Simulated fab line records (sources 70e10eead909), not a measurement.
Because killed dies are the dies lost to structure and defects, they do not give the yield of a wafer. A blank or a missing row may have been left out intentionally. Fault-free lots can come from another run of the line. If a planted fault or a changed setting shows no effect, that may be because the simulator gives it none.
Which of the tools did it?    flow nand harc    12 lots (36 wafers sampled), 1 step of a 1302-step route

== WHAT EACH GAUGE READ, for each wafer ==
NHARC_P_M0_INSPECT_11.
lot   measured      on                 raw defect count
L075  day 6 07:30   defect inspect-01  3 2 1
L077  day 7 11:16   defect inspect-01  2 5 5
L079  day 8 00:50   defect inspect-02  5 4 2
L081  day 9 10:04   defect inspect-01  1 4 3
L083  day 9 23:28   defect inspect-02  4 8 9
L085  day 10 19:41  defect inspect-02  3 4 4
L086  day 11 07:36  defect inspect-01  4 3 2
L088  day 12 00:46  defect inspect-01  2 4 3
L091  day 12 23:08  defect inspect-01  8 4 4
L093  day 13 20:14  defect inspect-01  5 4 3
L095  day 15 01:07  defect inspect-01  4 5 2
L097  day 15 11:55  defect inspect-01  9 5 5

== EACH LOT AND THE TOOL THAT RAN IT (in order: tool; ch and the chambers of the sampled wafers; start) ==
No process step before these readings appears in the record.

== THE ANSWER, worked out from the rows above alone ==
Rule: the lots themselves supply what counts as usual. Put in order of their means at a reading, lots are off if they are a third of the lots or fewer, leave a main group of 4 or more, and stand apart from it by a gap of 3 or more times the standard deviation of the main group's means; of several such gaps the widest counts. Not used: any main group whose means are identical at the precision the tables above print for the reading. Also off: a lot with no number at a reading for which 4 or more lots have one. Where the step has rows for the other lots, those lots are counted as sound.
Nothing can be told from this: no lot is off at any reading shown.

== WHAT WAS PUT IN BY THE SIMULATOR ==
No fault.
